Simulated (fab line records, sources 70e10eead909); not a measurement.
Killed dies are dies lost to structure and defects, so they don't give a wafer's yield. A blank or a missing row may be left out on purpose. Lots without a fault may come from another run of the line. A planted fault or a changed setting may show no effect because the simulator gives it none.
Which tool did it? | flow nand_harc | 6 lots, 18 wafers sampled, at 5 steps of a route of 1302

WHAT THE GAUGES READ, wafer by wafer
NHARC_END_SORT_01.
lot  | measured     | on        | defect_limited_yield (%)
L308 | day 25 10:07 | prober-01 | 96.8 96.6 96.8

WHICH TOOL RAN EACH LOT (tool, then ch and the chambers of the sampled wafers, then the start)
lot  | NHARC_THIN_TSV_DEP_43           | NHARC_THIN_TSV_DEGAS_49      | NHARC_THIN_TSV_ANNEAL_52         | NHARC_THIN_TSV_ETCH_36
L307 | pecvd-04 ch 0,1,2, day 24 07:20 | pvd_sputter-01, day 24 10:56 | rtp_anneal-02 ch 0, day 24 12:08 | rie_metal-03 ch 0,1, day 24 14:37
L308 | pecvd-04 ch 0,2, day 24 17:05   | pvd_sputter-03, day 24 20:43 | rtp_anneal-01 ch 0, day 24 21:55 | rie_metal-03 ch 0,1, day 25 00:25
L309 | pecvd-04 ch 0,1, day 25 18:00   | pvd_sputter-01, day 25 21:44 | rtp_anneal-01 ch 0, day 25 22:57 | rie_metal-02 ch 0,1, day 26 01:16
L313 | pecvd-03 ch 0,1,2, day 28 10:32 | pvd_sputter-01, day 28 14:06 | rtp_anneal-01 ch 0, day 28 15:17 | rie_metal-03 ch 0,1, day 28 17:50
L325 | pecvd-02 ch 0,1,2, day 32 12:35 | pvd_sputter-01, day 32 16:22 | rtp_anneal-01 ch 0, day 32 17:33 | rie_metal-01 ch 0,1, day 32 20:07
L328 | pecvd-03 ch 1,2, day 33 07:06   | pvd_sputter-02, day 33 10:40 | rtp_anneal-02 ch 0, day 33 11:52 | rie_metal-03 ch 0,1, day 33 14:16
- NHARC_THIN_TSV_DEP_43: deposits SiO2, target thk 1328.5 nm.
- NHARC_THIN_TSV_DEGAS_49: time 120 s.
- NHARC_THIN_TSV_ANNEAL_52: time 90 s.
- NHARC_THIN_TSV_ETCH_36: etches the open film in Cl2/BCl3, target depth 65 nm, time 18.571 s.

THE ANSWER, worked out from the rows above alone
Rule: what is usual is taken from the lots themselves. Put in order of their means at a reading, lots are off if they are a third of the lots or fewer, leave a main group of 4 or more, and stand apart from it by a gap of 3 or more times the standard deviation of the main group's means; of several such gaps the widest counts. A main group whose means are all the same, to the digits that the tables above print for the reading, isn't used. A lot without any number at a reading at which 4 lots or more have one is off too. The other lots that the step has rows for count as sound.
No lot is off at any reading shown: from this, nothing can be told.

WHAT THE SIMULATOR HAD PUT IN
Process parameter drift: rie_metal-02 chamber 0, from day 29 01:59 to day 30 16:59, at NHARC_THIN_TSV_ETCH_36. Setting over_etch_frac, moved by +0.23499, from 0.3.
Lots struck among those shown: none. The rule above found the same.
